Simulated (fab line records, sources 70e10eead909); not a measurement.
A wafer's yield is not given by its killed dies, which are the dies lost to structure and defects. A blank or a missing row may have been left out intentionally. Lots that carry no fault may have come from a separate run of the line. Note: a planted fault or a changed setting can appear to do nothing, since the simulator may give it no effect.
Matching of chambers || flow nand-harc || NHARC_P_BONDPAD_DESCUM_11 on rie-diel-07: 4 sister chambers
The step chemistry O2, time 3 s. 36 wafers are shown with their chamber, then 12 later ones without.

## WAFERS WITH THEIR CHAMBER
{"wafer": "L074.1", "chamber": 0, "showerhead-plenum-p-Torr (Torr)": 2.00, "drypump-motor-current-A (A)": 6.3, "oes-product-au (a.u.)": 0.999}
{"wafer": "L074.3", "chamber": 1, "showerhead-plenum-p-Torr (Torr)": 1.83, "drypump-motor-current-A (A)": 4.9, "oes-product-au (a.u.)": 0.998}
{"wafer": "L074.4", "chamber": 3, "showerhead-plenum-p-Torr (Torr)": 1.95, "drypump-motor-current-A (A)": 5.3, "oes-product-au (a.u.)": 0.999}
{"wafer": "L076.1", "chamber": 3, "showerhead-plenum-p-Torr (Torr)": 1.95, "drypump-motor-current-A (A)": 5.3, "oes-product-au (a.u.)": 1.003}
{"wafer": "L076.2", "chamber": 1, "showerhead-plenum-p-Torr (Torr)": 1.83, "drypump-motor-current-A (A)": 4.9, "oes-product-au (a.u.)": 1.009}
{"wafer": "L076.6", "chamber": 1, "showerhead-plenum-p-Torr (Torr)": 1.82, "drypump-motor-current-A (A)": 5.0, "oes-product-au (a.u.)": 1.004}
{"wafer": "L075.3", "chamber": 0, "showerhead-plenum-p-Torr (Torr)": 2.00, "drypump-motor-current-A (A)": 6.3, "oes-product-au (a.u.)": 0.989}
{"wafer": "L075.4", "chamber": 1, "showerhead-plenum-p-Torr (Torr)": 1.83, "drypump-motor-current-A (A)": 4.9, "oes-product-au (a.u.)": 1.011}
{"wafer": "L075.5", "chamber": 0, "showerhead-plenum-p-Torr (Torr)": 2.00, "drypump-motor-current-A (A)": 6.3, "oes-product-au (a.u.)": 0.997}
{"wafer": "L078.1", "chamber": 1, "showerhead-plenum-p-Torr (Torr)": 1.82, "drypump-motor-current-A (A)": 5.0, "oes-product-au (a.u.)": 1.012}
{"wafer": "L078.3", "chamber": 3, "showerhead-plenum-p-Torr (Torr)": 1.95, "drypump-motor-current-A (A)": 5.3, "oes-product-au (a.u.)": 1.003}
{"wafer": "L078.6", "chamber": 3, "showerhead-plenum-p-Torr (Torr)": 1.95, "drypump-motor-current-A (A)": 5.3, "oes-product-au (a.u.)": 0.994}
{"wafer": "L077.1", "chamber": 2, "showerhead-plenum-p-Torr (Torr)": 1.86, "drypump-motor-current-A (A)": 5.4, "oes-product-au (a.u.)": 1.001}
{"wafer": "L077.2", "chamber": 3, "showerhead-plenum-p-Torr (Torr)": 1.95, "drypump-motor-current-A (A)": 5.3, "oes-product-au (a.u.)": 1.003}
{"wafer": "L077.4", "chamber": 0, "showerhead-plenum-p-Torr (Torr)": 2.00, "drypump-motor-current-A (A)": 6.3, "oes-product-au (a.u.)": 1.002}
{"wafer": "L079.1", "chamber": 1, "showerhead-plenum-p-Torr (Torr)": 1.82, "drypump-motor-current-A (A)": 5.0, "oes-product-au (a.u.)": 1.005}
{"wafer": "L079.3", "chamber": 3, "showerhead-plenum-p-Torr (Torr)": 1.95, "drypump-motor-current-A (A)": 5.3, "oes-product-au (a.u.)": 0.977}
{"wafer": "L079.5", "chamber": 0, "showerhead-plenum-p-Torr (Torr)": 2.00, "drypump-motor-current-A (A)": 6.3, "oes-product-au (a.u.)": 0.992}
{"wafer": "L081.2", "chamber": 2, "showerhead-plenum-p-Torr (Torr)": 1.86, "drypump-motor-current-A (A)": 5.4, "oes-product-au (a.u.)": 0.998}
{"wafer": "L081.3", "chamber": 3, "showerhead-plenum-p-Torr (Torr)": 1.95, "drypump-motor-current-A (A)": 5.3, "oes-product-au (a.u.)": 0.989}
{"wafer": "L081.4", "chamber": 1, "showerhead-plenum-p-Torr (Torr)": 1.82, "drypump-motor-current-A (A)": 4.9, "oes-product-au (a.u.)": 1.010}
{"wafer": "L080.1", "chamber": 1, "showerhead-plenum-p-Torr (Torr)": 1.82, "drypump-motor-current-A (A)": 4.9, "oes-product-au (a.u.)": 1.003}
{"wafer": "L080.4", "chamber": 3, "showerhead-plenum-p-Torr (Torr)": 1.95, "drypump-motor-current-A (A)": 5.3, "oes-product-au (a.u.)": 0.987}
{"wafer": "L080.5", "chamber": 1, "showerhead-plenum-p-Torr (Torr)": 1.82, "drypump-motor-current-A (A)": 5.0, "oes-product-au (a.u.)": 0.999}
{"wafer": "L083.1", "chamber": 3, "showerhead-plenum-p-Torr (Torr)": 1.95, "drypump-motor-current-A (A)": 5.3, "oes-product-au (a.u.)": 0.995}
{"wafer": "L083.2", "chamber": 0, "showerhead-plenum-p-Torr (Torr)": 2.00, "drypump-motor-current-A (A)": 6.3, "oes-product-au (a.u.)": 1.007}
{"wafer": "L083.5", "chamber": 1, "showerhead-plenum-p-Torr (Torr)": 1.82, "drypump-motor-current-A (A)": 4.9, "oes-product-au (a.u.)": 1.016}
{"wafer": "L082.1", "chamber": 1, "showerhead-plenum-p-Torr (Torr)": 1.82, "drypump-motor-current-A (A)": 5.0, "oes-product-au (a.u.)": 1.006}
{"wafer": "L082.2", "chamber": 2, "showerhead-plenum-p-Torr (Torr)": 1.86, "drypump-motor-current-A (A)": 5.4, "oes-product-au (a.u.)": 1.001}
{"wafer": "L082.4", "chamber": 3, "showerhead-plenum-p-Torr (Torr)": 1.95, "drypump-motor-current-A (A)": 5.3, "oes-product-au (a.u.)": 0.988}
{"wafer": "L086.1", "chamber": 2, "showerhead-plenum-p-Torr (Torr)": 1.86, "drypump-motor-current-A (A)": 5.3, "oes-product-au (a.u.)": 1.002}
{"wafer": "L086.3", "chamber": 0, "showerhead-plenum-p-Torr (Torr)": 2.00, "drypump-motor-current-A (A)": 6.3, "oes-product-au (a.u.)": 0.996}
{"wafer": "L086.5", "chamber": 2, "showerhead-plenum-p-Torr (Torr)": 1.86, "drypump-motor-current-A (A)": 5.4, "oes-product-au (a.u.)": 1.001}
{"wafer": "L088.2", "chamber": 3, "showerhead-plenum-p-Torr (Torr)": 1.95, "drypump-motor-current-A (A)": 5.3, "oes-product-au (a.u.)": 0.995}
{"wafer": "L088.3", "chamber": 0, "showerhead-plenum-p-Torr (Torr)": 2.00, "drypump-motor-current-A (A)": 6.3, "oes-product-au (a.u.)": 0.995}
{"wafer": "L088.4", "chamber": 1, "showerhead-plenum-p-Torr (Torr)": 1.82, "drypump-motor-current-A (A)": 4.9, "oes-product-au (a.u.)": 1.015}

SIGNATURES, as means of the wafers listed above
{"reading": "showerhead-plenum-p-Torr", "chamber 0": 2.0000, "chamber 1": 1.8225, "chamber 2": 1.8600, "chamber 3": 1.9500, "scatter within a chamber": 0.00265}
{"reading": "drypump-motor-current-A", "chamber 0": 6.300, "chamber 1": 4.942, "chamber 2": 5.380, "chamber 3": 5.300, "scatter within a chamber": 0.0341}
{"reading": "oes-product-au", "chamber 0": 0.99713, "chamber 1": 1.00733, "chamber 2": 1.00060, "chamber 3": 0.99391, "scatter within a chamber": 0.00631}
Rule: for a wafer and a chamber, the distance is found by dividing, reading by reading, the gap between the wafer's reading and the chamber's mean by the reading's scatter, squaring, summing and taking the root. If the next closest chamber is less than 2 further off than the closest, the wafer can't be placed; otherwise it belongs to the closest. The scatter: take each reading less its chamber's mean, square it, sum over the shown wafers, divide by the number of wafers less the number of chambers, and take the root.

## WAFERS MISSING THEIR CHAMBER
{"wafer": "L085.3", "showerhead-plenum-p-Torr (Torr)": 2.00, "drypump-motor-current-A (A)": 6.3, "oes-product-au (a.u.)": 1.003}
{"wafer": "L085.4", "showerhead-plenum-p-Torr (Torr)": 1.86, "drypump-motor-current-A (A)": 5.4, "oes-product-au (a.u.)": 0.990}
{"wafer": "L085.5", "showerhead-plenum-p-Torr (Torr)": 1.82, "drypump-motor-current-A (A)": 4.9, "oes-product-au (a.u.)": 0.997}
{"wafer": "L089.4", "showerhead-plenum-p-Torr (Torr)": 1.86, "drypump-motor-current-A (A)": 5.4, "oes-product-au (a.u.)": 0.982}
{"wafer": "L089.5", "showerhead-plenum-p-Torr (Torr)": 1.86, "drypump-motor-current-A (A)": 5.4, "oes-product-au (a.u.)": 1.005}
{"wafer": "L089.6", "showerhead-plenum-p-Torr (Torr)": 1.82, "drypump-motor-current-A (A)": 4.9, "oes-product-au (a.u.)": 1.015}
{"wafer": "L094.2", "showerhead-plenum-p-Torr (Torr)": 1.95, "drypump-motor-current-A (A)": 5.3, "oes-product-au (a.u.)": 1.004}
{"wafer": "L094.4", "showerhead-plenum-p-Torr (Torr)": 1.86, "drypump-motor-current-A (A)": 5.4, "oes-product-au (a.u.)": 0.994}
{"wafer": "L094.6", "showerhead-plenum-p-Torr (Torr)": 1.95, "drypump-motor-current-A (A)": 5.3, "oes-product-au (a.u.)": 1.020}
{"wafer": "L095.1", "showerhead-plenum-p-Torr (Torr)": 1.95, "drypump-motor-current-A (A)": 5.3, "oes-product-au (a.u.)": 1.017}
{"wafer": "L095.4", "showerhead-plenum-p-Torr (Torr)": 1.86, "drypump-motor-current-A (A)": 5.3, "oes-product-au (a.u.)": 0.995}
{"wafer": "L095.6", "showerhead-plenum-p-Torr (Torr)": 1.95, "drypump-motor-current-A (A)": 5.3, "oes-product-au (a.u.)": 1.002}

## WHICH CHAMBER EACH WENT THROUGH
{"wafer": "L085.3", "from the rows above": 0, "in truth": 0}
{"wafer": "L085.4", "from the rows above": 2, "in truth": 2}
{"wafer": "L085.5", "from the rows above": 1, "in truth": 1}
{"wafer": "L089.4", "from the rows above": 2, "in truth": 2}
{"wafer": "L089.5", "from the rows above": 2, "in truth": 2}
{"wafer": "L089.6", "from the rows above": 1, "in truth": 1}
{"wafer": "L094.2", "from the rows above": 3, "in truth": 3}
{"wafer": "L094.4", "from the rows above": 2, "in truth": 2}
{"wafer": "L094.6", "from the rows above": 3, "in truth": 3}
{"wafer": "L095.1", "from the rows above": 3, "in truth": 3}
{"wafer": "L095.4", "from the rows above": 2, "in truth": 2}
{"wafer": "L095.6", "from the rows above": 3, "in truth": 3}
Correctly placed: 12 of 12. Left unplaced by these rows: 0. Number placed wrongly: 0.
